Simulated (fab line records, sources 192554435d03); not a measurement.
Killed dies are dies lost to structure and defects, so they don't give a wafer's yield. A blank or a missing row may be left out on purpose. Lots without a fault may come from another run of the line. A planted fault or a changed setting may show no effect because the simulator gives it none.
fab line records | flow n5_finfet
record lots=11 wafers=33 last_day=17
route steps=1938 shown BEOL_M6@1239 BEOL_M7@1264
lots that met no fault: from a run of the same line without faults
start_h: hours from the record's first day to the start of the lot's first wafer shown | wait_h: hours since the lot's step before | " the same as in the row above | L1.1+2: a row that stands for several wafers | - no value, or no start given | * or withheld: withheld | < > ~ a bound
route shown NAME@n: a module of which the file shows steps, and the number in the route of the first | usual: mean/standard deviation of fault-free wafers | same: alike in all rows | chamber/n: place in a boat | sites: the reading at each site | _std_site: their standard deviation | _edge_site: outer sites' mean less inner sites' | radius_mm: how far each site lies from the wafer's centre | mask NAME#n: copy n | behind: the tool/chamber that last shaped the wafer | hold: why the lot was held/for how many hours/how that ended | device: the transistor (n, p or np) that didn't switch | end of line: the same wafers' tests at the end of the route | a step without rows: its recipe alone | killed: dies lost to structure and defects at the first sort, not the wafer's yield | map: a wafer's dies, x killed, . not, _ none there
set.NAME: the setting as run; set.NAME@STEP: as run at that earlier step | model.NAME: the simulator's own value behind a step, which no gauge read
steps of the route over a sample of lots; a table a step, a row a wafer
services: from which hour (start_h, from the record's first day; less than 0 if before it) a tool's chamber was out of use, for how many hours, and why
## steps
# step N5_BEOL_M6_TRENCH_ETCH_37
# recipe chemistry=C4F6/O2 target_depth_a=944.35 target=SiCOH_lowk time_s=31.5 ion_energy_ev=250 pressure_mtorr=30 source_w=345 bias_w=185 Ar_flow_sccm=300 C4F6_flow_sccm=10 O2_flow_sccm=10
# usual drypump_motor_current_A=5.9/0.56 oes_product_au=0.80/0.079 rf_vpp_V=668/5.7 showerhead_plenum_p_Torr=2.82/0.083 throttle_valve_pct=20.91/0.24
# columns lot.wafer tool chamber start_h wait_h drypump_motor_current_A oes_product_au rf_hours_counter_h rf_vpp_V showerhead_plenum_p_Torr throttle_valve_pct
L227.1 rie_diel-04 1 - - 6.0 0.92 17 663 2.79 20.81
L227.4 " 3 " " 6.0 0.82 75 677 2.99 20.79
L227.6 " 2 " " 5.9 0.80 - 673 2.76 20.97
L226.1 rie_diel-02 0 - - 5.2 0.87 39 660 2.78 20.42
L226.3 " 3 " " 5.1 0.65 238 659 2.80 21.42
L226.6 " 3 " " 5.1 0.66 - 658 2.80 21.40
L229.1 rie_diel-06 1 - - 5.7 0.73 158 674 2.95 21.29
L229.4 " 2 " " 5.9 0.72 175 671 2.73 20.78
L229.6 " 0 " " 6.8 0.77 - 666 2.73 20.56
L230.1 rie_diel-06 1 - - 5.7 0.73 159 673 2.95 21.30
L230.4 " 2 " " 5.9 0.72 176 671 2.73 20.78
L230.6 " 3 " " 4.9 0.78 - 675 2.86 21.02
L231.1 rie_diel-02 2 - - 6.5 0.82 100 669 2.87 21.11
L231.2 " 1 " " 5.5 0.70 227 668 2.92 21.14
L231.4 " 0 " " 5.3 0.87 43 660 2.77 20.43
L239.4 rie_diel-06 2 - - 5.9 0.69 195 671 2.72 20.82
L239.5 " 1 " " 5.7 0.72 - 674 2.94 21.32
L239.6 " 0 " " 6.8 0.75 - 667 2.72 20.59
L241.1 rie_diel-04 1 - - 5.9 0.87 47 663 2.77 20.86
L241.4 " 3 " " 6.0 0.79 103 675 2.98 20.85
L241.5 " 0 " " 6.5 0.89 - 663 2.80 20.83
L242.2 rie_diel-04 3 - - 6.0 0.80 106 677 2.98 20.86
L242.3 " 0 " " 6.5 0.89 36 661 2.80 20.84
L242.4 " 1 " " 6.0 0.86 49 662 2.77 20.86
L243.1 rie_diel-04 3 - - 6.0 0.79 107 678 2.98 20.86
L243.3 " 2 " " 5.8 0.78 118 672 2.75 21.03
L243.4 " 1 " " 5.9 0.87 50 664 2.77 20.86
L244.2 rie_diel-04 1 - - 6.0 0.86 53 662 2.77 20.87
L244.3 " 3 " " 6.0 0.79 110 676 2.98 20.85
L244.6 " 2 " " 5.9 0.78 - 673 2.74 21.03
L245.1 rie_diel-06 3 - - 4.9 0.76 146 674 2.84 21.05
L245.4 " 2 " " 6.0 0.69 208 671 2.71 20.84
L245.5 " 2 " " 6.0 0.69 - 670 2.71 20.82
# step N5_BEOL_M6_STRIP_80
# recipe chemistry=N2/H2 time_s=10 power_w=450 temp_c=40 pressure_mtorr=20 rf_frequency_hz=6e+07 bias_power_w=7 n2_flow_sccm=200 h2_flow_sccm=200
# usual bias_power_w=6.999/0.021 drypump_motor_current_A=5.9/0.56 oes_product_au=0.80/0.078 rf_vpp_V=59.1/0.82 showerhead_plenum_p_Torr=2.52/0.079 throttle_valve_pct=23.7/0.33
# columns lot.wafer tool chamber start_h wait_h bias_power_w drypump_motor_current_A oes_product_au rf_hours_counter_h rf_vpp_V showerhead_plenum_p_Torr throttle_valve_pct
L227.1 rie_diel-04 1 - - 6.994 6.0 0.92 17 59.9 2.49 23.6
L227.4 " 3 " " 6.998 6.0 0.82 75 60.3 2.68 23.6
L227.6 " 2 " " 7.024 5.8 0.81 - 58.7 2.46 23.8
L226.1 rie_diel-02 0 - - 6.966 5.3 0.86 39 59.2 2.48 23.5
L226.3 " 3 " " 7.020 5.1 0.66 238 58.3 2.51 24.4
L226.6 " 3 " " 7.027 5.1 0.66 - 59.4 2.51 24.4
L229.1 rie_diel-06 1 - - 7.038 5.7 0.74 158 60.1 2.64 24.1
L229.4 " 2 " " 7.011 5.9 0.72 175 58.4 2.42 23.4
L229.6 " 0 " " 6.984 6.8 0.77 - 57.6 2.45 23.2
L230.1 rie_diel-06 1 - - 6.966 5.7 0.74 159 59.3 2.64 24.1
L230.4 " 2 " " 6.987 6.0 0.71 176 58.4 2.42 23.4
L230.6 " 3 " " 7.003 4.9 0.79 - 58.9 2.56 24.1
L231.1 rie_diel-02 2 - - 6.983 6.5 0.82 100 60.4 2.56 23.8
L231.2 " 1 " " 7.020 5.5 0.69 227 59.1 2.62 24.0
L231.4 " 0 " " 6.996 5.3 0.87 43 59.2 2.48 23.5
L239.4 rie_diel-06 2 - - 7.016 5.9 0.69 195 58.8 2.41 23.4
L239.5 " 1 " " 7.000 5.7 0.71 - 59.1 2.64 24.2
L239.6 " 0 " " 7.014 6.8 0.74 - 58.4 2.44 23.3
L241.1 rie_diel-04 1 - - 6.987 5.9 0.86 47 58.8 2.48 23.6
L241.4 " 3 " " 6.949 6.0 0.79 103 61.2 2.67 23.6
L241.5 " 0 " " 7.010 6.5 0.89 - 57.9 2.47 23.3
L242.2 rie_diel-04 3 - - 7.018 6.0 0.79 106 58.5 2.67 23.6
L242.3 " 0 " " 7.013 6.5 0.89 36 59.7 2.47 23.3
L242.4 " 1 " " 7.000 6.0 0.85 49 58.2 2.48 23.6
L243.1 rie_diel-04 3 - - 7.016 6.0 0.79 107 59.6 2.67 23.6
L243.3 " 2 " " 7.024 5.9 0.78 118 58.4 2.45 23.8
L243.4 " 1 " " 7.022 6.0 0.86 50 58.9 2.48 23.6
L244.2 rie_diel-04 1 - - 6.984 5.9 0.85 53 60.0 2.48 23.6
L244.3 " 3 " " 6.995 6.0 0.79 111 58.7 2.66 23.6
L244.6 " 2 " " 7.001 5.8 0.78 - 58.4 2.45 23.8
L245.1 rie_diel-06 3 - - 7.008 4.9 0.75 146 59.6 2.55 24.1
L245.4 " 2 " " 7.011 6.0 0.69 208 58.2 2.41 23.4
L245.5 " 2 " " 7.010 6.0 0.69 - 59.1 2.41 23.4
# step N5_BEOL_M7_CURE_74
# recipe temp_c=385 time_s=240 ambient=He/Ar material=SiCOH_lowk
# usual lamp_power_pct=52.31/0.055 wafer_temp_C_max=386.9/0.55
# columns lot.wafer tool chamber start_h wait_h lamp_power_pct wafer_temp_C_max
L227.1 uv_cure-02 0 219.49 0.0 52.31 386.4
L227.4 " 0 " " 52.38 386.6
L227.6 " 0 " " 52.31 386.4
L226.1 uv_cure-03 2 223.72 0.0 52.33 386.7
L226.3 " 2 " " 52.29 386.7
L226.6 " 2 " " 52.32 386.8
L229.1 uv_cure-02 1 227.54 0.0 52.38 387.4
L229.4 " 1 " " 52.36 387.5
L229.6 " 1 " " 52.35 386.8
L230.1 uv_cure-02 2 231.11 0.0 52.25 387.2
L230.4 " 2 " " 52.30 386.5
L230.6 " 2 " " 52.30 387.3
L231.1 uv_cure-03 1 233.93 0.0 52.34 386.3
L231.2 " 1 " " 52.26 385.9
L231.4 " 1 " " 52.28 386.6
L239.4 uv_cure-02 0 287.30 0.3 52.29 386.6
L239.5 " 0 " " 52.32 386.8
L239.6 " 0 " " 52.33 387.0
L241.1 uv_cure-03 0 303.09 0.0 52.27 386.6
L241.4 " 0 " " 52.33 387.5
L241.5 " 0 " " 52.34 387.2
L242.2 uv_cure-03 0 309.85 0.1 52.24 386.7
L242.3 " 0 " " 52.13 386.7
L242.4 " 0 " " 52.36 386.5
L243.1 uv_cure-03 1 310.99 0.0 52.39 386.1
L243.3 " 1 " " 52.29 386.1
L243.4 " 1 " " 52.38 386.3
L244.2 uv_cure-02 1 321.33 0.1 52.30 386.6
L244.3 " 1 " " 52.27 387.8
L244.6 " 1 " " 52.32 387.3
L245.1 uv_cure-01 1 326.63 0.0 52.27 387.7
L245.4 " 1 " " 52.30 387.4
L245.5 " 1 " " 52.41 386.4
# step N5_BEOL_M7_COAT_05
# recipe resist=CAR-ArF spin_rpm=1500 resist_thk_nm=90
# usual spin_speed_rpm=1500.1/0.9
# columns lot.wafer tool chamber start_h wait_h spin_speed_rpm
L227.1 litho_track-04 0 221.06 - 1499.6
L227.4 " 0 " " 1500.0
L227.6 " 0 " " 1501.9
L226.1 litho_track-01 0 225.30 - 1500.7
L226.3 " 0 " " 1501.5
L226.6 " 0 " " 1501.8
L229.1 litho_track-04 0 229.44 - 1499.5
L229.4 " 0 " " 1500.5
L229.6 " 0 " " 1499.1
L230.1 litho_track-01 0 233.26 - 1554.1
L230.4 " 0 " " 1554.8
L230.6 " 0 " " 1555.3
L231.1 litho_track-01 0 236.35 - 1556.2
L231.2 " 0 " " 1556.2
L231.4 " 0 " " 1554.9
L239.4 litho_track-04 0 288.27 - 1500.5
L239.5 " 0 " " 1498.9
L239.6 " 0 " " 1500.4
L241.1 litho_track-04 0 305.50 - 1499.5
L241.4 " 0 " " 1499.7
L241.5 " 0 " " 1501.2
L242.2 litho_track-02 0 310.63 - 1501.9
L242.3 " 0 " " 1501.1
L242.4 " 0 " " 1500.6
L243.1 litho_track-02 0 312.79 - 1501.2
L243.3 " 0 " " 1500.2
L243.4 " 0 " " 1499.8
L244.2 litho_track-01 0 324.19 - 1499.9
L244.3 " 0 " " 1500.8
L244.6 " 0 " " 1500.4
L245.1 litho_track-01 0 328.57 - 1499.2
L245.4 " 0 " " 1500.0
L245.5 " 0 " " 1499.1
## services
# columns tool chamber start_h hours kind
uv_cure-03 - 193.95 7.5 pm
rie_diel-04 1 209.25 5.5 repair
uv_cure-01 - 226.66 10.1 repair
rie_diel-04 0 234.06 1.5 repair
rie_diel-02 3 252.44 - clean
rie_diel-02 3 252.44 - consumable_replace:focus_ring
rie_diel-02 3 252.44 23.4 scheduled_down
rie_diel-02 3 252.44 23.4 vent_cycle
rie_diel-02 1 284.06 - clean
rie_diel-02 1 284.06 - consumable_replace:focus_ring
rie_diel-02 1 284.06 13.9 scheduled_down
rie_diel-02 1 284.06 13.9 vent_cycle
uv_cure-03 - 328.21 14.1 repair
## key
first_sign step=N5_BEOL_M7_COAT_05 reading=spin_speed_rpm direction=up sigmas=61 usual=* struck=*
effect none on later readings
met_at N5_BEOL_M7_COAT_05
struck_lots L230,L231
not_acting_at N5_BEOL_M6_TRENCH_ETCH_37,N5_BEOL_M6_STRIP_80,N5_BEOL_M7_CURE_74
onset_between 225.30 233.26
fault kind=process_parameter_drift tool=litho_track-01 chamber=- onset_h=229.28 steps=N5_BEOL_M7_COAT_05 channel=spin_rpm offset=* shape=step end_h=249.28 acts_in=* stated=*
